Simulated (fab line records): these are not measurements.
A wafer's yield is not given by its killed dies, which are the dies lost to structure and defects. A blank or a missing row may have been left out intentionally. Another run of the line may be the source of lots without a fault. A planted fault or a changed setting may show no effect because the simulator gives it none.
fab line records    flow n5_finfet
record lots=13  wafers=39  last_day=19
route steps=1938 shown MOL_CONTACT_COAG@538
lots untouched by any fault: they come from a run of this same line in which no faults occurred
start_h: start of the lot's first displayed wafer, in hours after the record's first day    wait_h: how many hours have passed since the lot's step before this one    " identical to the entry in the row above    L1.1+2: several wafers, shown together as one row    - value missing, or start not given    * or withheld: withheld    < > ~ a bound
route shown NAME@n: NAME is a module with steps in the file, n the number in the route of the first one    usual: mean/standard deviation taken from wafers without a fault    same: alike in all rows    chamber/n: place in a boat    sites: the reading at each site    _std_site: standard deviation across them    _edge_site: inner sites' mean taken away from outer sites' mean    radius_mm: for every site, how far away it sits from the centre of the wafer    mask NAME#n: copy n    behind: the last tool/chamber to shape the wafer    hold: what put the lot on hold/how long, in hours/how the hold closed    device: which transistor (n, p or np) failed to switch    end of line: the same wafers' tests at the end of the route    where a step has no rows: the recipe by itself    killed: not the wafer's yield, but the dies lost to structure and defects at the first sort    map: dies across one wafer; x = killed, . = not, _ = none there
set.NAME: the setting as run; set.NAME@STEP: as run at that earlier step    model.NAME: the simulator's own value behind a step, which no gauge read
the route's steps for a sample of lots (tables are steps, rows are wafers)
services: a tool's chamber out of use, with start hour (start_h, from the record's first day; less than 0 if before it), hours out, and reason
## steps
# step N5_MOL_CONTACT_COAG_ETCH_110
# recipe chemistry=CF4/O2  target=Si  target_depth_a=25  time_s=8  pressure_mtorr=100  source_w=200  bias_w=12  ion_energy_ev=60  Ar_flow_sccm=100  cf4_flow_sccm=100  O2_flow_sccm=10
# usual chamber_pressure_mTorr=100.01/0.092  drypump_motor_current_A=5.7/0.43  oes_product_au=0.73/0.053  rf_vpp_V=128.2/2.4  showerhead_plenum_p_Torr=2.22/0.079  throttle_valve_pct=10.89/0.25
lot.wafer  tool         chamber  start_h  wait_h  chamber_pressure_mTorr  drypump_motor_current_A  oes_product_au  rf_hours_counter_h  rf_vpp_V  showerhead_plenum_p_Torr  throttle_valve_pct
L551.2     rie_diel-05  1        95.71    0.0     99.95                   6.5                      0.67            205                 127.0     2.12                      11.00
L551.4     "            0        "        "       100.06                  5.6                      0.70            178                 131.9     2.21                      11.09
L551.5     "            0        "        "       100.19                  5.6                      0.70            -                   131.1     2.21                      11.09
L554.1     rie_diel-02  1        114.19   0.0     99.99                   5.8                      0.73            179                 127.2     2.29                      10.94
L554.2     "            2        "        "       100.11                  6.4                      0.87            46                  131.5     2.36                      10.54
L554.6     "            3        "        "       100.08                  4.9                      0.73            -                   131.4     2.21                      10.89
L555.1     rie_diel-02  1        116.87   0.0     100.07                  5.8                      0.72            181                 127.3     2.29                      10.93
L555.4     "            2        "        "       100.10                  6.4                      0.88            47                  130.4     2.36                      10.55
L555.5     "            2        "        "       99.90                   6.4                      0.88            -                   130.5     2.36                      10.54
L559.2     rie_diel-05  3        141.61   0.0     100.06                  6.1                      0.77            147                 128.3     2.23                      10.87
L559.3     "            1        "        "       100.08                  6.5                      0.67            220                 127.5     2.12                      11.04
L559.4     "            2        "        "       99.95                   5.5                      0.74            183                 130.2     2.30                      10.71
L560.1     rie_diel-05  1        148.25   0.0     100.04                  6.5                      0.67            222                 129.7     2.11                      11.05
L560.4     "            2        "        "       100.09                  5.5                      0.74            185                 128.7     2.30                      10.70
L560.5     "            2        "        "       100.09                  5.5                      0.74            -                   127.1     2.30                      10.71
L561.4     rie_diel-04  1        157.54   0.0     100.03                  5.3                      0.70            206                 130.2     2.31                      11.23
L561.5     "            1        "        "       99.92                   5.3                      0.70            -                   129.0     2.31                      11.22
L561.6     "            2        "        "       100.17                  6.1                      0.75            -                   124.1     2.12                      10.70
L562.2     rie_diel-02  1        167.14   0.0     100.06                  5.8                      0.71            196                 125.7     2.29                      10.99
L562.5     "            2        "        "       100.12                  6.4                      0.86            -                   130.2     2.35                      10.60
L562.6     "            3        "        "       100.11                  4.9                      0.72            -                   130.6     2.20                      10.93
L564.2     rie_diel-04  1        176.46   0.0     100.06                  5.3                      0.69            208                 129.5     2.31                      11.22
L564.3     "            3        "        "       99.87                   5.7                      0.69            212                 126.3     2.29                      11.21
L564.4     "            2        "        "       99.92                   6.1                      0.74            189                 124.3     2.12                      10.72
L566.3     rie_diel-02  3        182.93   0.0     100.08                  4.9                      0.71            216                 130.3     2.20                      10.95
L566.4     "            2        "        "       100.04                  6.4                      0.84            68                  132.1     2.35                      10.60
L566.5     "            0        "        "       99.76                   5.8                      0.68            -                   128.1     2.11                      10.90
L567.1     rie_diel-02  1        195.18   0.0     100.09                  5.8                      0.70            206                 126.5     2.28                      11.02
L567.2     "            0        "        "       100.11                  5.8                      0.68            248                 128.1     2.11                      10.92
L567.4     "            3        "        "       100.09                  4.9                      0.71            220                 130.8     2.20                      10.95
L568.1     rie_diel-05  0        195.67   0.0     99.94                   5.6                      0.68            212                 133.1     2.20                      11.19
L568.3     "            1        "        "       99.98                   6.5                      0.65            239                 128.3     2.11                      11.08
L568.5     "            3        "        "       99.93                   6.1                      0.75            -                   129.1     2.22                      10.91
L569.3     rie_diel-02  1        201.55   0.0     100.21                  5.8                      0.70            208                 127.2     2.28                      11.03
L569.4     "            3        "        "       99.90                   4.9                      0.72            222                 131.6     2.20                      10.95
L569.6     "            3        "        "       99.96                   4.9                      0.71            -                   131.0     2.20                      10.96
L571.1     rie_diel-04  3        219.32   0.0     100.02                  5.7                      0.68            226                 128.7     2.28                      11.28
L571.4     "            0        "        "       99.99                   5.6                      0.77            98                  122.0     2.16                      10.49
L571.5     "            1        "        "       100.05                  5.3                      0.68            -                   129.2     2.30                      11.28
# step N5_MOL_CONTACT_COAG_PRE_CLEAN_141
# recipe gas=H2/He  time_s=60  temp_c=300
# usual heater_power_w=473/48
lot.wafer  tool            chamber  start_h  wait_h  heater_power_w
L551.2     pvd_sputter-01  -        98.67    0.7     485
L551.4     "               -        "        "       392
L551.5     "               -        "        "       470
L554.1     pvd_sputter-02  -        115.60   0.3     440
L554.2     "               -        "        "       506
L554.6     "               -        "        "       430
L555.1     pvd_sputter-03  -        118.93   0.6     441
L555.4     "               -        "        "       515
L555.5     "               -        "        "       437
L559.2     pvd_sputter-01  -        143.76   0.5     472
L559.3     "               -        "        "       499
L559.4     "               -        "        "       399
L560.1     pvd_sputter-03  -        151.56   0.7     520
L560.4     "               -        "        "       412
L560.5     "               -        "        "       505
L561.4     pvd_sputter-02  -        161.20   1.4     566
L561.5     "               -        "        "       422
L561.6     "               -        "        "       556
L562.2     pvd_sputter-03  -        169.27   0.6     517
L562.5     "               -        "        "       414
L562.6     "               -        "        "       455
L564.2     pvd_sputter-01  -        179.74   2.0     469
L564.3     "               -        "        "       408
L564.4     "               -        "        "       487
L566.3     pvd_sputter-02  -        184.73   0.1     445
L566.4     "               -        "        "       485
L566.5     "               -        "        "       435
L567.1     pvd_sputter-03  -        197.64   1.2     502
L567.2     "               -        "        "       448
L567.4     "               -        "        "       405
L568.1     pvd_sputter-03  -        197.98   1.0     408
L568.3     "               -        "        "       517
L568.5     "               -        "        "       527
L569.3     pvd_sputter-02  -        202.97   0.1     510
L569.4     "               -        "        "       431
L569.6     "               -        "        "       501
L571.1     pvd_sputter-02  -        221.63   1.2     506
L571.4     "               -        "        "       512
L571.5     "               -        "        "       477
# step N5_MOL_CONTACT_COAG_COAT_76
# recipe resist=SiARC  temp_c=220  time_s=60  spin_rpm=1500  resist_thk_nm=10
# usual spin_speed_rpm=1500.0/0.88
lot.wafer  tool            chamber  start_h  wait_h  spin_speed_rpm
L551.2     litho_track-03  0        105.16   -       1501.2
L551.4     "               0        "        "       1501.7
L551.5     "               0        "        "       1499.9
L554.1     litho_track-04  0        122.03   -       1500.4
L554.2     "               0        "        "       1500.3
L554.6     "               0        "        "       1500.6
L555.1     litho_track-04  0        125.46   -       1499.4
L555.4     "               0        "        "       1499.9
L555.5     "               0        "        "       1499.8
L559.2     litho_track-04  0        150.59   -       1350.7
L559.3     "               0        "        "       1350.5
L559.4     "               0        "        "       1351.2
L560.1     litho_track-04  0        158.96   -       1350.9
L560.4     "               0        "        "       1350.2
L560.5     "               0        "        "       1352.4
L561.4     litho_track-04  0        168.44   -       1350.1
L561.5     "               0        "        "       1349.7
L561.6     "               0        "        "       1349.4
L562.2     litho_track-04  0        175.71   -       1351.7
L562.5     "               0        "        "       1350.2
L562.6     "               0        "        "       1351.8
L564.2     litho_track-05  0        185.76   -       1499.9
L564.3     "               0        "        "       1500.3
L564.4     "               0        "        "       1500.3
L566.3     litho_track-05  0        193.01   -       1499.6
L566.4     "               0        "        "       1499.9
L566.5     "               0        "        "       1500.2
L567.1     litho_track-03  0        204.45   -       1499.1
L567.2     "               0        "        "       1499.5
L567.4     "               0        "        "       1500.6
L568.1     litho_track-05  0        205.09   -       1499.3
L568.3     "               0        "        "       1500.2
L568.5     "               0        "        "       1500.1
L569.3     litho_track-05  0        209.77   -       1499.3
L569.4     "               0        "        "       1501.4
L569.6     "               0        "        "       1500.1
L571.1     litho_track-03  0        228.15   -       1501.2
L571.4     "               0        "        "       1499.3
L571.5     "               0        "        "       1499.8
# step N5_MOL_CONTACT_COAG_INSPECT_57
# recipe mode=adi  inspect_instrument=brightfield
# usual raw_defect_count=208/52
lot.wafer  tool               chamber  start_h  wait_h  raw_defect_count
L551.2     defect_inspect-02  -        105.57   0.0     217
L551.4     "                  -        "        "       195
L551.5     "                  -        "        "       281
L554.1     defect_inspect-01  -        122.40   0.1     157
L554.2     "                  -        "        "       160
L554.6     "                  -        "        "       283
L555.1     defect_inspect-01  -        125.82   0.1     116
L555.4     "                  -        "        "       268
L555.5     "                  -        "        "       183
L559.2     defect_inspect-01  -        151.09   0.0     171
L559.3     "                  -        "        "       133
L559.4     "                  -        "        "       143
L560.1     defect_inspect-02  -        159.45   0.1     214
L560.4     "                  -        "        "       236
L560.5     "                  -        "        "       277
L561.4     defect_inspect-01  -        168.81   0.0     217
L561.5     "                  -        "        "       251
L561.6     "                  -        "        "       267
L562.2     defect_inspect-02  -        176.20   0.0     417
L562.5     "                  -        "        "       249
L562.6     "                  -        "        "       254
L564.2     defect_inspect-01  -        186.26   0.0     192
L564.3     "                  -        "        "       250
L564.4     "                  -        "        "       213
L566.3     defect_inspect-02  -        193.50   0.0     325
L566.4     "                  -        "        "       243
L566.5     "                  -        "        "       219
L567.1     defect_inspect-01  -        204.81   0.1     193
L567.2     "                  -        "        "       285
L567.4     "                  -        "        "       215
L568.1     defect_inspect-01  -        205.48   0.1     247
L568.3     "                  -        "        "       181
L568.5     "                  -        "        "       217
L569.3     defect_inspect-02  -        210.14   0.0     105
L569.4     "                  -        "        "       132
L569.6     "                  -        "        "       100
L571.1     defect_inspect-02  -        228.64   0.1     255
L571.4     "                  -        "        "       202
L571.5     "                  -        "        "       190
## services
tool            chamber  start_h  hours  kind
litho_track-05  -        81.07    -      consumable_replace:filter
pvd_sputter-03  -        107.51   2.6    repair
rie_diel-05     -        117.75   0.6    repair
rie_diel-05     -        126.84   0.3    repair
pvd_sputter-02  -        134.88   5.2    repair
pvd_sputter-03  -        139.96   3.3    repair
rie_diel-04     0        146.11   2.5    repair
pvd_sputter-02  -        168.67   3.0    repair
rie_diel-02     0        205.33   -      clean
rie_diel-02     0        205.33   -      consumable_replace:focus_ring
rie_diel-02     0        205.33   -      consumable_replace:showerhead
rie_diel-02     0        205.33   23.1   scheduled_down
rie_diel-02     0        205.33   23.1   vent_cycle
## key
first_sign step=N5_MOL_CONTACT_COAG_COAT_76  reading=spin_speed_rpm  direction=down  sigmas=99+  usual=*  struck=*
effect none on later readings
met_at N5_MOL_CONTACT_COAG_COAT_76
struck_lots L559,L560,L561,L562
rows_end L559.2,L559.3,L559.4,L561.4,L561.5,L561.6,L562.2,L562.5,L562.6
not_acting_at N5_MOL_CONTACT_COAG_ETCH_110,N5_MOL_CONTACT_COAG_PRE_CLEAN_141,N5_MOL_CONTACT_COAG_INSPECT_57
onset_between 125.46 150.59
fault kind=process_parameter_drift  tool=litho_track-04  chamber=-  onset_h=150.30  steps=N5_MOL_CONTACT_COAG_COAT_76  channel=spin_rpm  offset=*  shape=step  acts_in=*  stated=*
# rows_end: these wafers met a further fault down the route, and their rows from its step on are left out
